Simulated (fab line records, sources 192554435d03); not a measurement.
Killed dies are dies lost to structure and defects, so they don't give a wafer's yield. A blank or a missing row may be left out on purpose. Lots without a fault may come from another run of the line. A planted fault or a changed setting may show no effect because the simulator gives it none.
Chamber matching | flow n5_finfet | N5_HKMG_FIN_ETCH_35 on rie_diel-05: 4 sister chambers
The step etches SOC in N2/H2, target depth 215.8 nm, time 243.4 s. 8 wafers are shown with their chamber, then 7 later ones without.

WAFERS WITH THEIR CHAMBER
wafer  | chamber | throttle_valve_pct (%) | showerhead_plenum_p_Torr (Torr)
L074.3 | 2       | 18.0                   | 2.64
L076.4 | 3       | 18.1                   | 2.62
L081.5 | 0       | 17.9                   | 2.47
L088.3 | 1       | 17.2                   | 2.63
L088.4 | 1       | 17.2                   | 2.63
L088.5 | 0       | 17.9                   | 2.46
L092.1 | 3       | 18.2                   | 2.60
L092.3 | 2       | 18.0                   | 2.63

WAFERS WITHOUT THEIR CHAMBER
wafer  | throttle_valve_pct (%) | showerhead_plenum_p_Torr (Torr)
L092.4 | 17.2                   | 2.63
L095.1 | 17.9                   | 2.46
L095.4 | 18.2                   | 2.60
L095.6 | 17.9                   | 2.46
L097.2 | 17.9                   | 2.45
L097.5 | 17.6                   | 2.62
L097.6 | 18.2                   | 2.59

WHICH CHAMBER EACH WENT THROUGH
wafer  | from the rows above     | in truth
L092.4 | 1                       | 1
L095.1 | 0                       | 0
L095.4 | 3                       | 3
L095.6 | 0                       | 0
L097.2 | 0                       | 0
L097.5 | can't be placed: 1 or 2 | 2
L097.6 | 3                       | 3
Placed correctly: 6 of 7. Can't be placed from these rows: 1 (the true chamber is among the candidates in 1). Placed wrongly: 0.
How it was worked out, from the rows above alone: a wafer's distance from a chamber is the root of the sum, over the readings, of the square of ((its reading less the chamber's mean) divided by the reading's scatter). The wafer belongs to the nearest chamber; if the next one is less than 2 further off, it can't be placed. A chamber's mean is the mean of its shown wafers. The scatter: the root of (the sum of the squares of (reading less its chamber's mean) over the shown wafers, divided by (wafers less chambers)).
